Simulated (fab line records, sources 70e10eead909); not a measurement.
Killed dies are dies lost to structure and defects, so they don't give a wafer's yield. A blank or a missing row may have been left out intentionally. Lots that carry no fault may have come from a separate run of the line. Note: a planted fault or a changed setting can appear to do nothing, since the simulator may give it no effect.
fab line records :: flow nand-harc :: part 2 of 2: steps 33 to 45 of 45
record
  lots=5
  wafers=15
  last-day=23
route steps=1159 shown P_ZERO_WELL@29 P_STI@69
lots untouched by any fault: they come from a run of this same line in which no faults occurred
start-h: the number of hours between the record's first day and the start of the first shown wafer of the lot :: wait-h: time in hours since the lot's previous step :: " repeats the value in the row above :: L1.1+2: several wafers, shown together as one row :: - value missing, or start not given :: * or withheld: withheld :: < > ~ a bound
route shown NAME@n: names a module that has steps shown in the file, with the first one's number in the route :: usual: the fault-free wafers' mean and standard deviation :: same: alike in all rows :: chamber/n: place in a boat :: sites: per-site readings :: _std_site: the standard deviation of these :: _edge_site: the outer-site mean with the inner-site mean subtracted :: radius-mm: how far each site lies from the wafer's centre :: mask NAME#n: copy n :: behind: the tool/chamber that last shaped the wafer :: hold: reason for holding the lot/hours on hold/outcome of the hold :: device: names the non-switching transistor (n, p or np) :: end of line: the route-end tests of the same wafers :: step lacking rows: just its recipe :: killed: not the wafer's yield, but the dies lost to structure and defects at the first sort :: map: a wafer's dies, marking killed ones x, the rest . and places with no die _
set.NAME: setting as actually run; set.NAME@STEP: the setting as run at that earlier step :: model.NAME: the simulator's own value behind a step, which no gauge read
lots at some steps of the route; a table a step, a row a wafer
services: when a tool's chamber went out of use (start-h, in hours from the record's first day, below 0 if earlier), for how many hours, and the reason
## steps
# step NHARC_P_ZERO_WELL_DESCUM_54
# recipe
  time-s=3
  o2-flow-sccm=200
  ar-flow-sccm=0
  bias-power-w=0
  chemistry=O2
# usual
  drypump-motor-current-A=5.5/0.4
  oes-product-au=1.003/0.015
  rf-vpp-V=57.9/0.83
  showerhead-plenum-p-Torr=1.95/0.077
  throttle-valve-pct=11.309/0.0089
# same
  bias-power-w=0
lot.wafer: L077.3
tool: rie-diel-10
chamber: 0
start-h: 35.81
wait-h: -
drypump-motor-current-A: 5.5
oes-product-au: 0.986
rf-hours-counter-h: 1.6
rf-vpp-V: 57.3
showerhead-plenum-p-Torr: 1.91
throttle-valve-pct: 11.302

lot.wafer: L077.2
tool: rie-diel-10
chamber: 3
start-h: 35.81
wait-h: -
drypump-motor-current-A: 5.3
oes-product-au: 1.011
rf-hours-counter-h: 2.2
rf-vpp-V: 58.2
showerhead-plenum-p-Torr: 1.86
throttle-valve-pct: 11.308

lot.wafer: L077.6
tool: rie-diel-10
chamber: 0
start-h: 35.81
wait-h: -
drypump-motor-current-A: 5.5
oes-product-au: 0.988
rf-hours-counter-h: -
rf-vpp-V: 57.4
showerhead-plenum-p-Torr: 1.91
throttle-valve-pct: 11.318

lot.wafer: L081.1
tool: rie-diel-10
chamber: 3
start-h: 59.91
wait-h: -
drypump-motor-current-A: 5.3
oes-product-au: 1.014
rf-hours-counter-h: 4.2
rf-vpp-V: 57.5
showerhead-plenum-p-Torr: 1.86
throttle-valve-pct: 11.311

lot.wafer: L081.3
tool: rie-diel-10
chamber: 1
start-h: 59.91
wait-h: -
drypump-motor-current-A: 5.4
oes-product-au: 0.998
rf-hours-counter-h: 3.4
rf-vpp-V: 58.7
showerhead-plenum-p-Torr: 1.89
throttle-valve-pct: 11.321

lot.wafer: L081.6
tool: rie-diel-10
chamber: 3
start-h: 59.91
wait-h: -
drypump-motor-current-A: 5.3
oes-product-au: 1.023
rf-hours-counter-h: -
rf-vpp-V: 58.1
showerhead-plenum-p-Torr: 1.86
throttle-valve-pct: 11.309

lot.wafer: L083.1
tool: rie-diel-05
chamber: 1
start-h: 71.93
wait-h: -
drypump-motor-current-A: 5.3
oes-product-au: 1.009
rf-hours-counter-h: 4.8
rf-vpp-V: 56.7
showerhead-plenum-p-Torr: 1.92
throttle-valve-pct: 11.318

lot.wafer: L083.5
tool: rie-diel-05
chamber: 2
start-h: 71.93
wait-h: -
drypump-motor-current-A: 5.5
oes-product-au: 0.991
rf-hours-counter-h: -
rf-vpp-V: 56.4
showerhead-plenum-p-Torr: 2.00
throttle-valve-pct: 11.304

lot.wafer: L083.6
tool: rie-diel-05
chamber: 3
start-h: 71.93
wait-h: -
drypump-motor-current-A: 6.2
oes-product-au: 1.024
rf-hours-counter-h: -
rf-vpp-V: 57.6
showerhead-plenum-p-Torr: 2.03
throttle-valve-pct: 11.317

lot.wafer: L084.3
tool: rie-diel-10
chamber: 3
start-h: 77.80
wait-h: -
drypump-motor-current-A: 5.3
oes-product-au: 1.008
rf-hours-counter-h: 4.9
rf-vpp-V: 58.5
showerhead-plenum-p-Torr: 1.86
throttle-valve-pct: 11.302

lot.wafer: L084.6
tool: rie-diel-10
chamber: 0
start-h: 77.80
wait-h: -
drypump-motor-current-A: 5.5
oes-product-au: 1.001
rf-hours-counter-h: -
rf-vpp-V: 58.0
showerhead-plenum-p-Torr: 1.91
throttle-valve-pct: 11.301

lot.wafer: L084.5
tool: rie-diel-10
chamber: 1
start-h: 77.80
wait-h: -
drypump-motor-current-A: 5.4
oes-product-au: 0.986
rf-hours-counter-h: -
rf-vpp-V: 56.9
showerhead-plenum-p-Torr: 1.89
throttle-valve-pct: 11.302

lot.wafer: L097.3
tool: rie-diel-12
chamber: 0
start-h: 155.66
wait-h: -
drypump-motor-current-A: 5.1
oes-product-au: 1.014
rf-hours-counter-h: 9.2
rf-vpp-V: 59.2
showerhead-plenum-p-Torr: 2.04
throttle-valve-pct: 11.315

lot.wafer: L097.1
tool: rie-diel-12
chamber: 1
start-h: 155.66
wait-h: -
drypump-motor-current-A: 6.2
oes-product-au: 1.010
rf-hours-counter-h: 6.9
rf-vpp-V: 58.8
showerhead-plenum-p-Torr: 1.92
throttle-valve-pct: 11.318

lot.wafer: L097.6
tool: rie-diel-12
chamber: 1
start-h: 155.66
wait-h: -
drypump-motor-current-A: 6.2
oes-product-au: 1.009
rf-hours-counter-h: -
rf-vpp-V: 58.0
showerhead-plenum-p-Torr: 1.92
throttle-valve-pct: 11.308
# step NHARC_P_ZERO_WELL_IMPLANT_55
# recipe
  energy-kev=180
  dose-cm2=8e+11
  tilt-deg=7
# usual
  end-station-pressure-torr=5.03e-06/2.6e-07
  tilt-deg=7.001/0.02
lot.wafer: L077.2
tool: implanter-02
chamber: 0
start-h: 35.98
wait-h: 0.1
end-station-pressure-torr: 5.21e-06
tilt-deg: 6.985

lot.wafer: L077.3
tool: implanter-02
chamber: 0
start-h: 35.98
wait-h: 0.1
end-station-pressure-torr: 5.18e-06
tilt-deg: 6.960

lot.wafer: L077.6
tool: implanter-02
chamber: 0
start-h: 35.98
wait-h: 0.1
end-station-pressure-torr: 4.66e-06
tilt-deg: 6.976

lot.wafer: L081.1
tool: implanter-01
chamber: 0
start-h: 60.06
wait-h: 0.1
end-station-pressure-torr: 5.43e-06
tilt-deg: 7.023

lot.wafer: L081.3
tool: implanter-01
chamber: 0
start-h: 60.06
wait-h: 0.1
end-station-pressure-torr: 5.8e-06
tilt-deg: 7.007

lot.wafer: L081.6
tool: implanter-01
chamber: 0
start-h: 60.06
wait-h: 0.1
end-station-pressure-torr: 5.33e-06
tilt-deg: 6.986

lot.wafer: L083.1
tool: implanter-02
chamber: 0
start-h: 72.05
wait-h: 0.1
end-station-pressure-torr: 4.88e-06
tilt-deg: 7.007

lot.wafer: L083.5
tool: implanter-02
chamber: 0
start-h: 72.05
wait-h: 0.1
end-station-pressure-torr: 5.21e-06
tilt-deg: 7.042

lot.wafer: L083.6
tool: implanter-02
chamber: 0
start-h: 72.05
wait-h: 0.1
end-station-pressure-torr: 4.66e-06
tilt-deg: 7.003

lot.wafer: L084.3
tool: implanter-01
chamber: 0
start-h: 77.97
wait-h: 0.2
end-station-pressure-torr: 4.88e-06
tilt-deg: 6.992

lot.wafer: L084.5
tool: implanter-01
chamber: 0
start-h: 77.97
wait-h: 0.2
end-station-pressure-torr: 4.66e-06
tilt-deg: 7.002

lot.wafer: L084.6
tool: implanter-01
chamber: 0
start-h: 77.97
wait-h: 0.2
end-station-pressure-torr: 5.24e-06
tilt-deg: 6.981

lot.wafer: L097.1
tool: implanter-01
chamber: 0
start-h: 155.81
wait-h: 0.1
end-station-pressure-torr: 4.78e-06
tilt-deg: 6.977

lot.wafer: L097.3
tool: implanter-01
chamber: 0
start-h: 155.81
wait-h: 0.1
end-station-pressure-torr: 5.2e-06
tilt-deg: 6.985

lot.wafer: L097.6
tool: implanter-01
chamber: 0
start-h: 155.81
wait-h: 0.1
end-station-pressure-torr: 4.54e-06
tilt-deg: 6.987
# step NHARC_P_ZERO_WELL_IMPLANT_61
# recipe
  energy-kev=30
  dose-cm2=5e+11
  tilt-deg=7
# usual
  end-station-pressure-torr=5e-06/2.8e-07
  tilt-deg=6.996/0.021
lot.wafer: L077.2
tool: implanter-02
chamber: 0
start-h: 36.16
wait-h: 0.1
end-station-pressure-torr: 5e-06
tilt-deg: 6.998

lot.wafer: L077.3
tool: implanter-02
chamber: 0
start-h: 36.16
wait-h: 0.1
end-station-pressure-torr: 4.7e-06
tilt-deg: 6.992

lot.wafer: L077.6
tool: implanter-02
chamber: 0
start-h: 36.16
wait-h: 0.1
end-station-pressure-torr: 4.88e-06
tilt-deg: 7.006

lot.wafer: L081.1
tool: implanter-01
chamber: 0
start-h: 60.24
wait-h: 0.1
end-station-pressure-torr: 5.16e-06
tilt-deg: 6.999

lot.wafer: L081.3
tool: implanter-01
chamber: 0
start-h: 60.24
wait-h: 0.1
end-station-pressure-torr: 4.83e-06
tilt-deg: 7.008

lot.wafer: L081.6
tool: implanter-01
chamber: 0
start-h: 60.24
wait-h: 0.1
end-station-pressure-torr: 4.82e-06
tilt-deg: 7.008

lot.wafer: L083.1
tool: implanter-02
chamber: 0
start-h: 72.23
wait-h: 0.2
end-station-pressure-torr: 5.16e-06
tilt-deg: 6.982

lot.wafer: L083.5
tool: implanter-02
chamber: 0
start-h: 72.23
wait-h: 0.2
end-station-pressure-torr: 4.68e-06
tilt-deg: 6.967

lot.wafer: L083.6
tool: implanter-02
chamber: 0
start-h: 72.23
wait-h: 0.2
end-station-pressure-torr: 5.11e-06
tilt-deg: 6.954

lot.wafer: L084.3
tool: implanter-01
chamber: 0
start-h: 78.15
wait-h: 0.1
end-station-pressure-torr: 5.05e-06
tilt-deg: 6.993

lot.wafer: L084.5
tool: implanter-01
chamber: 0
start-h: 78.15
wait-h: 0.1
end-station-pressure-torr: 4.69e-06
tilt-deg: 7.013

lot.wafer: L084.6
tool: implanter-01
chamber: 0
start-h: 78.15
wait-h: 0.1
end-station-pressure-torr: 5.56e-06
tilt-deg: 7.019

lot.wafer: L097.1
tool: implanter-01
chamber: 0
start-h: 155.99
wait-h: 0.1
end-station-pressure-torr: 4.95e-06
tilt-deg: 7.033

lot.wafer: L097.3
tool: implanter-01
chamber: 0
start-h: 155.99
wait-h: 0.1
end-station-pressure-torr: 5.08e-06
tilt-deg: 7.029

lot.wafer: L097.6
tool: implanter-01
chamber: 0
start-h: 155.99
wait-h: 0.1
end-station-pressure-torr: 4.9e-06
tilt-deg: 7.023
# step NHARC_P_ZERO_WELL_STRIP_56
# recipe
  time-s=840
  temp-c=130
  chemistry=SPM
lot.wafer: L077.3+2+6
tool: wet-bench-06
chamber: 7,0,2
start-h: 36.35
wait-h: 0.1

lot.wafer: L081.3+1+6
tool: wet-bench-06
chamber: 3,5,7
start-h: 60.46
wait-h: 0.1

lot.wafer: L083.5+6+1
tool: wet-bench-04
chamber: 3,5,7
start-h: 72.45
wait-h: 0.1

lot.wafer: L084.3+5+6
tool: wet-bench-09
chamber: 2,3,7
start-h: 78.30
wait-h: 0.1

lot.wafer: L097.1+3+6
tool: wet-bench-06
chamber: 4,5,7
start-h: 156.22
wait-h: 0.2
# step NHARC_P_ZERO_WELL_PRECLEAN_68
# recipe
  time-s=60
  temp-c=50
  bath-age-min=0
  chemistry=SC1
lot.wafer: L077.3+2+6
tool: wet-bench-06
chamber: 7,0,2
start-h: -
wait-h: -

lot.wafer: L081.3+1+6
tool: wet-bench-06
chamber: 3,5,7
start-h: -
wait-h: -

lot.wafer: L083.5+6+1
tool: wet-bench-04
chamber: 3,5,7
start-h: -
wait-h: -

lot.wafer: L084.3+5+6
tool: wet-bench-09
chamber: 2,3,7
start-h: -
wait-h: -

lot.wafer: L097.1+3+6
tool: wet-bench-06
chamber: 4,5,7
start-h: -
wait-h: -
# step NHARC_P_ZERO_WELL_SRD_69
lot.wafer: L077.3+2+6
tool: wet-bench-06
chamber: 7,0,2
start-h: -
wait-h: -

lot.wafer: L081.3+1+6
tool: wet-bench-06
chamber: 3,5,7
start-h: -
wait-h: -

lot.wafer: L083.5+6+1
tool: wet-bench-04
chamber: 3,5,7
start-h: -
wait-h: -

lot.wafer: L084.3+5+6
tool: wet-bench-09
chamber: 2,3,7
start-h: -
wait-h: -

lot.wafer: L097.1+3+6
tool: wet-bench-06
chamber: 4,5,7
start-h: -
wait-h: -
# step NHARC_P_ZERO_WELL_RTA_42
# recipe
  temp-c=1100
  time-s=300
# usual
  lamp-power-pct=35.4/0.55
  lamp_zone_3_pct=35.4/0.55
  wafer_temp_C_max=1104.2/0.97
lot.wafer: L077.2
tool: rtp-anneal-02
chamber: 0
start-h: 36.89
wait-h: -
lamp-power-pct: 34.6
lamp_zone_3_pct: 34.6
wafer_temp_C_max: 1105.2

lot.wafer: L077.3
tool: rtp-anneal-02
chamber: 0
start-h: 36.89
wait-h: -
lamp-power-pct: 34.6
lamp_zone_3_pct: 34.6
wafer_temp_C_max: 1104.1

lot.wafer: L077.6
tool: rtp-anneal-02
chamber: 0
start-h: 36.89
wait-h: -
lamp-power-pct: 34.6
lamp_zone_3_pct: 34.6
wafer_temp_C_max: 1106.3

lot.wafer: L081.1
tool: rtp-anneal-01
chamber: 0
start-h: 60.90
wait-h: -
lamp-power-pct: 35.9
lamp_zone_3_pct: 35.8
wafer_temp_C_max: 1105.2

lot.wafer: L081.3
tool: rtp-anneal-01
chamber: 0
start-h: 60.90
wait-h: -
lamp-power-pct: 35.8
lamp_zone_3_pct: 35.9
wafer_temp_C_max: 1104.3

lot.wafer: L081.6
tool: rtp-anneal-01
chamber: 0
start-h: 60.90
wait-h: -
lamp-power-pct: 35.9
lamp_zone_3_pct: 35.8
wafer_temp_C_max: 1105.3

lot.wafer: L083.1
tool: rtp-anneal-01
chamber: 0
start-h: 72.88
wait-h: -
lamp-power-pct: 35.8
lamp_zone_3_pct: 35.7
wafer_temp_C_max: 1104.3

lot.wafer: L083.5
tool: rtp-anneal-01
chamber: 0
start-h: 72.88
wait-h: -
lamp-power-pct: 35.7
lamp_zone_3_pct: 35.7
wafer_temp_C_max: 1104.1

lot.wafer: L083.6
tool: rtp-anneal-01
chamber: 0
start-h: 72.88
wait-h: -
lamp-power-pct: 35.7
lamp_zone_3_pct: 35.7
wafer_temp_C_max: 1104.6

lot.wafer: L084.3
tool: rtp-anneal-01
chamber: 0
start-h: 78.96
wait-h: -
lamp-power-pct: 35.9
lamp_zone_3_pct: 35.8
wafer_temp_C_max: 1103.2

lot.wafer: L084.5
tool: rtp-anneal-01
chamber: 0
start-h: 78.96
wait-h: -
lamp-power-pct: 35.8
lamp_zone_3_pct: 35.9
wafer_temp_C_max: 1104.6

lot.wafer: L084.6
tool: rtp-anneal-01
chamber: 0
start-h: 78.96
wait-h: -
lamp-power-pct: 35.8
lamp_zone_3_pct: 35.9
wafer_temp_C_max: 1104.0

lot.wafer: L097.1
tool: rtp-anneal-02
chamber: 0
start-h: 156.64
wait-h: -
lamp-power-pct: 34.7
lamp_zone_3_pct: 34.8
wafer_temp_C_max: 1104.7

lot.wafer: L097.3
tool: rtp-anneal-02
chamber: 0
start-h: 156.64
wait-h: -
lamp-power-pct: 34.6
lamp_zone_3_pct: 34.8
wafer_temp_C_max: 1106.3

lot.wafer: L097.6
tool: rtp-anneal-02
chamber: 0
start-h: 156.64
wait-h: -
lamp-power-pct: 34.7
lamp_zone_3_pct: 34.8
wafer_temp_C_max: 1103.7
# step NHARC_P_ZERO_WELL_INSPECT_43
# usual
  raw-defect-count=14/7.8
lot.wafer: L077.2
tool: defect-inspect-01
chamber: -
start-h: 37.45
wait-h: 0.5
raw-defect-count: 6

lot.wafer: L077.3
tool: defect-inspect-01
chamber: -
start-h: 37.45
wait-h: 0.5
raw-defect-count: 11

lot.wafer: L077.6
tool: defect-inspect-01
chamber: -
start-h: 37.45
wait-h: 0.5
raw-defect-count: 13

lot.wafer: L081.1
tool: defect-inspect-01
chamber: -
start-h: 61.58
wait-h: 0.6
raw-defect-count: 9

lot.wafer: L081.3
tool: defect-inspect-01
chamber: -
start-h: 61.58
wait-h: 0.6
raw-defect-count: 10

lot.wafer: L081.6
tool: defect-inspect-01
chamber: -
start-h: 61.58
wait-h: 0.6
raw-defect-count: 10

lot.wafer: L083.1
tool: defect-inspect-01
chamber: -
start-h: 73.55
wait-h: 0.6
raw-defect-count: 10

lot.wafer: L083.5
tool: defect-inspect-01
chamber: -
start-h: 73.55
wait-h: 0.6
raw-defect-count: 13

lot.wafer: L083.6
tool: defect-inspect-01
chamber: -
start-h: 73.55
wait-h: 0.6
raw-defect-count: 16

lot.wafer: L084.3
tool: defect-inspect-01
chamber: -
start-h: 79.43
wait-h: 0.4
raw-defect-count: 10

lot.wafer: L084.5
tool: defect-inspect-01
chamber: -
start-h: 79.43
wait-h: 0.4
raw-defect-count: 13

lot.wafer: L084.6
tool: defect-inspect-01
chamber: -
start-h: 79.43
wait-h: 0.4
raw-defect-count: 8

lot.wafer: L097.1
tool: defect-inspect-02
chamber: -
start-h: 157.31
wait-h: 0.6
raw-defect-count: 21

lot.wafer: L097.3
tool: defect-inspect-02
chamber: -
start-h: 157.31
wait-h: 0.6
raw-defect-count: 25

lot.wafer: L097.6
tool: defect-inspect-02
chamber: -
start-h: 157.31
wait-h: 0.6
raw-defect-count: 13
# step NHARC_P_STI_ETCH_26
# recipe
  target-depth-a=110
  chemistry=dHF
  material=SiO2
lot.wafer: L077.3+2+6
tool: wet-bench-07
chamber: 2,3,4
start-h: 37.52
wait-h: 0.1

lot.wafer: L081.1+3+6
tool: wet-bench-07
chamber: 1,2,3
start-h: 61.65
wait-h: 0.1

lot.wafer: L083.1+5+6
tool: wet-bench-02
chamber: 2,4,5
start-h: 73.60
wait-h: 0.1

lot.wafer: L084.5+3+6
tool: wet-bench-02
chamber: 5,7,0
start-h: 79.49
wait-h: 0.1

lot.wafer: L097.6+1+3
tool: wet-bench-02
chamber: 2,4,6
start-h: 157.38
wait-h: 0.1
# step NHARC_P_STI_PRECLEAN_27
# recipe
  time-s=*
  temp-c=50
  bath-age-min=0
  chemistry=SC1
lot.wafer: L077.3+2+6
tool: wet-bench-07
chamber: 2,3,4
start-h: 37.57
wait-h: 0.0

lot.wafer: L081.1+3+6
tool: wet-bench-07
chamber: 1,2,3
start-h: 61.70
wait-h: 0.0

lot.wafer: L083.1+5+6
tool: wet-bench-02
chamber: 2,4,5
start-h: 73.67
wait-h: 0.1

lot.wafer: L084.5+3+6
tool: wet-bench-02
chamber: 5,7,0
start-h: 79.55
wait-h: 0.0

lot.wafer: L097.6+1+3
tool: wet-bench-02
chamber: 2,4,6
start-h: 157.43
wait-h: 0.0
# step NHARC_P_STI_SRD_28
lot.wafer: L077.3+2+6
tool: wet-bench-07
chamber: 2,3,4
start-h: -
wait-h: -

lot.wafer: L081.1+3+6
tool: wet-bench-07
chamber: 1,2,3
start-h: -
wait-h: -

lot.wafer: L083.1+5+6
tool: wet-bench-02
chamber: 2,4,5
start-h: -
wait-h: -

lot.wafer: L084.5+3+6
tool: wet-bench-02
chamber: 5,7,0
start-h: -
wait-h: -

lot.wafer: L097.6+1+3
tool: wet-bench-02
chamber: 2,4,6
start-h: -
wait-h: -
# step NHARC_P_STI_OXIDE_29
# recipe
  target-thk-a=100
  temp-c=900
  ox-time-s=1362
  material=SiO2
# usual
  ox-temp-c=900.0/0.38
lot.wafer: L077.2
tool: furnace-05
chamber: 0
start-h: 41.36
wait-h: -
ox-temp-c: 899.9

lot.wafer: L077.3
tool: furnace-05
chamber: 0
start-h: 41.36
wait-h: -
ox-temp-c: 900.2

lot.wafer: L077.6
tool: furnace-05
chamber: 0
start-h: 41.36
wait-h: -
ox-temp-c: 899.3

lot.wafer: L081.1
tool: furnace-08
chamber: 0
start-h: 67.15
wait-h: -
ox-temp-c: 900.0

lot.wafer: L081.3
tool: furnace-08
chamber: 0
start-h: 67.15
wait-h: -
ox-temp-c: 899.4

lot.wafer: L081.6
tool: furnace-08
chamber: 0
start-h: 67.15
wait-h: -
ox-temp-c: 899.6

lot.wafer: L083.1
tool: furnace-04
chamber: 0
start-h: 79.88
wait-h: -
ox-temp-c: 900.5

lot.wafer: L083.5
tool: furnace-04
chamber: 0
start-h: 79.88
wait-h: -
ox-temp-c: 900.0

lot.wafer: L083.6
tool: furnace-04
chamber: 0
start-h: 79.88
wait-h: -
ox-temp-c: 900.3

lot.wafer: L084.3
tool: furnace-04
chamber: 0
start-h: 79.88
wait-h: -
ox-temp-c: 899.8

lot.wafer: L084.5
tool: furnace-04
chamber: 0
start-h: 79.88
wait-h: -
ox-temp-c: 900.4

lot.wafer: L084.6
tool: furnace-04
chamber: 0
start-h: 79.88
wait-h: -
ox-temp-c: 899.9

lot.wafer: L097.1
tool: furnace-05
chamber: 0
start-h: 161.92
wait-h: -
ox-temp-c: 900.5

lot.wafer: L097.3
tool: furnace-05
chamber: 0
start-h: 161.92
wait-h: -
ox-temp-c: 900.4

lot.wafer: L097.6
tool: furnace-05
chamber: 0
start-h: 161.92
wait-h: -
ox-temp-c: 900.5
# step NHARC_P_STI_HM_DEP_30
# recipe
  target-thk-a=800
  temp-c=790
  pressure-mtorr=300
  time-s=873
  material=Si3N4
# usual
  pressure-mtorr=300.1/0.7
lot.wafer: L077.2
tool: lpcvd-01
chamber: 0
start-h: 48.67
wait-h: 3.6
pressure-mtorr: 300.6

lot.wafer: L077.3
tool: lpcvd-01
chamber: 0
start-h: 48.67
wait-h: 3.6
pressure-mtorr: 299.9

lot.wafer: L077.6
tool: lpcvd-01
chamber: 0
start-h: 48.67
wait-h: 3.6
pressure-mtorr: 300.0

lot.wafer: L081.1
tool: lpcvd-02
chamber: 1
start-h: 74.43
wait-h: 3.6
pressure-mtorr: 299.7

lot.wafer: L081.3
tool: lpcvd-02
chamber: 1
start-h: 74.43
wait-h: 3.6
pressure-mtorr: 299.1

lot.wafer: L081.6
tool: lpcvd-02
chamber: 1
start-h: 74.43
wait-h: 3.6
pressure-mtorr: 299.6

lot.wafer: L083.1
tool: lpcvd-01
chamber: 1
start-h: 87.15
wait-h: 3.6
pressure-mtorr: 299.8

lot.wafer: L083.5
tool: lpcvd-01
chamber: 1
start-h: 87.15
wait-h: 3.6
pressure-mtorr: 300.0

lot.wafer: L083.6
tool: lpcvd-01
chamber: 1
start-h: 87.15
wait-h: 3.6
pressure-mtorr: 299.8

lot.wafer: L084.3
tool: lpcvd-01
chamber: 0
start-h: 87.15
wait-h: 3.6
pressure-mtorr: 300.6

lot.wafer: L084.5
tool: lpcvd-01
chamber: 0
start-h: 87.15
wait-h: 3.6
pressure-mtorr: 300.9

lot.wafer: L084.6
tool: lpcvd-01
chamber: 0
start-h: 87.15
wait-h: 3.6
pressure-mtorr: 300.2

lot.wafer: L097.1
tool: lpcvd-01
chamber: 0
start-h: 169.23
wait-h: 3.6
pressure-mtorr: 300.8

lot.wafer: L097.3
tool: lpcvd-01
chamber: 0
start-h: 169.23
wait-h: 3.6
pressure-mtorr: 300.1

lot.wafer: L097.6
tool: lpcvd-01
chamber: 0
start-h: 169.23
wait-h: 3.6
pressure-mtorr: 301.4
## services
tool: rie-diel-10
chamber: 1
start-h: 9.52
hours: 7.0
kind: repair

tool: rie-diel-12
chamber: 1
start-h: 11.58
hours: 5.0
kind: repair

tool: rie-diel-05
chamber: 2
start-h: 16.14
hours: 9.9
kind: repair

tool: krf-scanner-01
chamber: -
start-h: 16.58
hours: 2.8
kind: repair

tool: rie-diel-10
chamber: -
start-h: 19.28
hours: 1.9
kind: repair

tool: rie-diel-12
chamber: -
start-h: 25.40
hours: 9.0
kind: pm

tool: litho-track-03
chamber: -
start-h: 38.00
hours: 7.0
kind: pm

tool: rie-diel-12
chamber: 1
start-h: 44.42
hours: 6.2
kind: repair

tool: implanter-01
chamber: -
start-h: 54.65
hours: 4.7
kind: repair

tool: litho-track-05
chamber: -
start-h: 62.00
hours: 7.0
kind: pm

tool: rie-diel-12
chamber: 3
start-h: 78.62
hours: 32.4
kind: repair

tool: krf-scanner-01
chamber: -
start-h: 84.00
hours: 4.0
kind: pm

tool: rie-diel-05
chamber: -
start-h: 84.89
hours: 0.3
kind: repair

tool: implanter-02
chamber: -
start-h: 85.00
hours: 13.0
kind: pm

tool: wet-bench-07
chamber: -
start-h: 96.02
hours: 8.0
kind: pm

tool: wet-bench-09
chamber: -
start-h: 112.84
hours: 8.0
kind: pm

tool: krf-scanner-03
chamber: -
start-h: 117.77
hours: 0.5
kind: repair

tool: implanter-01
chamber: -
start-h: 119.33
hours: 2.7
kind: repair

tool: rie-diel-10
chamber: -
start-h: 127.63
hours: 2.0
kind: repair

tool: wet-bench-06
chamber: -
start-h: 129.60
hours: 8.0
kind: pm

tool: wet-bench-04
chamber: -
start-h: 163.20
hours: 8.0
kind: pm

tool: rie-diel-05
chamber: -
start-h: 163.60
hours: 9.0
kind: pm

tool: litho-track-02
chamber: -
start-h: 165.00
hours: 7.0
kind: pm

tool: krf-scanner-03
chamber: -
start-h: 168.00
hours: 4.0
kind: pm
